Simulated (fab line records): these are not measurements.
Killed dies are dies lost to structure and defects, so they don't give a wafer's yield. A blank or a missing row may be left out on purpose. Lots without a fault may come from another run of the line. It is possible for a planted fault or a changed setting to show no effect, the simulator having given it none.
A lot that was struck, set against a sound lot :: flow nand_harc :: 14 out of 1159 route steps
Sound: wafers L708.2, L708.4, L708.6. Wafers L700.2, L700.3, L700.6 were the ones struck. The cause is given at the end.
Per side, at each step with rows, come the tool, then ch with its chambers, and then its first start. Under that, the readings that differ: sound wafers :: struck wafers :: difference of the means :: sigmas: that difference in standard deviations of wafers without a fault.
alike: same words and numbers on both sides, and readings whose means sit less than 2 such deviations apart. not compared: any withheld reading, any reading some wafer has no value for, any bound like >300 that may hide the same value, and any number with overlapping values for which the record gives no deviation.
A row with sigmas, a row that says differs or no value, or rows on one side alone: a step with any of these is where the two part. Non-overlapping numbers with no deviation appear without sigmas and do not part them. Lack of a reading on every wafer of one side parts them only where that side has two or more wafers.

first, 4 steps without rows for these wafers: NHARC_A_BONDPAD_EBR_05; NHARC_A_BONDPAD_EXPOSE_06 (exposes mask A BPAD); NHARC_A_BONDPAD_PEB_07 (peb time 80 s); NHARC_A_BONDPAD_DEVELOP_08 (time 50 s).
NHARC_A_BONDPAD_CD_MEAS_09 targets a cd of 500 nm.
  sound on cd_sem-03 ch 0, day 21 18:35; struck on cd_sem-01 ch 0, day 20 09:08
  alike: cd_nm
NHARC_A_BONDPAD_OVL_MEAS_35:
  sound on overlay-02, day 21 18:41; struck on overlay-02, day 20 09:13
  alike: overlay_x_nm, overlay_y_nm
then, 1 step without rows for these wafers: NHARC_A_BONDPAD_HARDBAKE_10 (time 65 s).
NHARC_A_BONDPAD_DESCUM_11: chemistry O2, time 3 s.
  sound on rie_diel-06 ch 0,1,3, day 21 18:49; struck on rie_diel-08 ch 0,1,3, day 20 09:20
  alike: chamber_pressure_mTorr, drypump_motor_current_A, mfc_ar_sccm, o2_flow_sccm, oes_product_au, rf_vpp_V, showerhead_plenum_p_Torr, throttle_valve_pct
  not compared: rf_hours_counter_h
NHARC_A_BONDPAD_ETCH_34: etches the open film in N2/H2, target depth 60 nm, overetch 18 nm, time 65.91 s.
  sound on rie_diel-06 ch 1,3, day 21 18:55; struck on rie_diel-08 ch 0,1,3, day 20 09:26
  alike: bias_w, chamber_pressure_mTorr, drypump_motor_current_A, mfc_ar_sccm, oes_product_au, rf_fwd_power_W, rf_vpp_V, showerhead_plenum_p_Torr, throttle_valve_pct
  not compared: rf_hours_counter_h
NHARC_A_BONDPAD_ETCH_12: etches the open film in CHF3/O2, target depth 220 nm, time 110 s.
  sound: rie_diel-06 ch 0,1,3; struck: rie_diel-08 ch 1,3
  alike: bias_w, chamber_pressure_mTorr, drypump_motor_current_A, mfc_ar_sccm, o2_flow_sccm, oes_product_au, rf_fwd_power_W, rf_vpp_V, showerhead_plenum_p_Torr, throttle_valve_pct
  not compared: rf_hours_counter_h
NHARC_A_BONDPAD_CD_MEAS_13:
  sound on cd_sem-03, day 21 19:11; struck on cd_sem-02, day 20 09:43
  alike: cd_nm
NHARC_A_BONDPAD_STRIP_15: strips in O2.
  sound on rie_diel-06 ch 0,1,3, day 21 19:15; struck on rie_diel-06 ch 0,3, day 20 09:47
reading: chamber_pressure_mTorr (mTorr)
sound: 59.97 59.96 60.65
struck: 59.95 60.00 59.95
difference: -0.23
sigmas: -3
  alike: drypump_motor_current_A, mfc_ar_sccm, o2_flow_sccm, oes_product_au, rf_vpp_V, showerhead_plenum_p_Torr, throttle_valve_pct
  not compared: rf_hours_counter_h
NHARC_A_BONDPAD_ETCH_24: etches the open film in CF4/N2, target depth 30 nm, time 72.99 s.
  sound on rie_diel-06 ch 1,3, day 21 19:34; struck on rie_diel-06 ch 2,3, day 20 09:56
  no value came back on the struck wafers for any of 11 readings (bias_w (W), cf4_flow_sccm (sccm) and others); on the sound wafers bias_w (W) reads 99.90 99.72 99.88
  not compared: rf_hours_counter_h
then, 1 step without rows for these wafers: NHARC_A_BONDPAD_STRIP_16 (strips in post etch residue remover, time 600 s).

== WHERE THEY PART ==
Last at NHARC_A_BONDPAD_ETCH_24 as far as this record goes, first at NHARC_A_BONDPAD_STRIP_15.

WHY: the cause the simulator had injected
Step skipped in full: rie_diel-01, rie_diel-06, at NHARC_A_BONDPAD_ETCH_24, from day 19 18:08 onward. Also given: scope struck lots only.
